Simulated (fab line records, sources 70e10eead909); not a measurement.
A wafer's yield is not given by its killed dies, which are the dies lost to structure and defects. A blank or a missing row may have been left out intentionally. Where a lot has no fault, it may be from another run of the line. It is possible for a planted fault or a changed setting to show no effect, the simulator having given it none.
Chamber matching -- flow nandHarc -- NHARC_P_M0_ETCH_34 on rieDiel-06: 4 sister chambers
The step etches the open film in N2/H2, target depth 40 nm, overetch 12 nm, time 43.94 s. 20 wafers are shown with their chamber, then 10 later ones without.

== WAFERS WITH THEIR CHAMBER ==
wafer,chamber,rfVppV (V),oesProductAu (a.u.),throttleValvePct (%)
L392.2,2,430.1,1.008,14.183
L392.3,3,431.4,0.987,14.173
L392.4,0,434.3,0.991,14.175
L393.1,0,433.4,0.994,14.157
L393.3,2,431.3,1.012,14.165
L393.6,3,430.4,1.008,14.166
L397.4,0,434.9,0.996,14.160
L397.5,2,429.7,1.017,14.173
L397.6,1,434.3,0.999,14.159
L398.3,1,434.3,1.006,14.166
L398.4,0,434.6,0.990,14.179
L398.6,1,433.0,1.003,14.177
L400.1,2,429.1,1.016,14.172
L400.2,1,433.0,1.013,14.171
L400.6,2,430.2,1.024,14.177
L403.2,2,431.4,1.017,14.175
L403.3,3,430.2,0.985,14.180
L403.5,1,433.9,0.998,14.163
L404.4,1,435.1,0.996,14.161
L404.5,3,431.5,0.990,14.161

SIGNATURES (averages over the wafers above)
reading,chamber 0,chamber 1,chamber 2,chamber 3,scatter within a chamber
rfVppV,434.300,433.933,430.300,430.875,0.792
oesProductAu,0.99275,1.00250,1.01567,0.99250,0.00661
throttleValvePct,14.16775,14.16617,14.17417,14.17000,0.00777
Rule: a wafer lies at a distance from a chamber equal to the root of the sum of squares, over the readings, of (its reading less the chamber's mean, divided by the reading's scatter). If the next closest chamber is less than 2 further off than the closest, the wafer can't be placed; otherwise it belongs to the closest. The scatter: the root of (the sum of the squares of (reading less its chamber's mean) over the shown wafers, divided by (wafers less chambers)).

== WAFERS WITHOUT THEIR CHAMBER ==
wafer,rfVppV (V),oesProductAu (a.u.),throttleValvePct (%)
L404.6,434.7,0.983,14.172
L406.1,430.2,0.976,14.189
L406.3,435.2,0.972,14.169
L406.4,433.2,0.975,14.161
L409.3,430.5,0.995,14.171
L409.4,430.2,0.985,14.168
L409.6,435.5,0.978,14.173
L413.1,434.3,1.002,14.186
L413.2,429.8,1.004,14.176
L413.4,429.7,1.014,14.170

== WHICH CHAMBER EACH WENT THROUGH ==
wafer,from the rows above,in truth
L404.6,can't be placed: 0 or 1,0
L406.1,3,3
L406.3,can't be placed: 0 or 1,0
L406.4,can't be placed: 0 or 3 or 1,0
L409.3,3,3
L409.4,3,3
L409.6,can't be placed: 0 or 1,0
L413.1,can't be placed: 1 or 0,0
L413.2,can't be placed: 2 or 3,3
L413.4,2,2
4 of 10 placed correctly. Not placeable from these rows: 6 (in 6, the candidates include the true chamber). Number placed wrongly: 0.
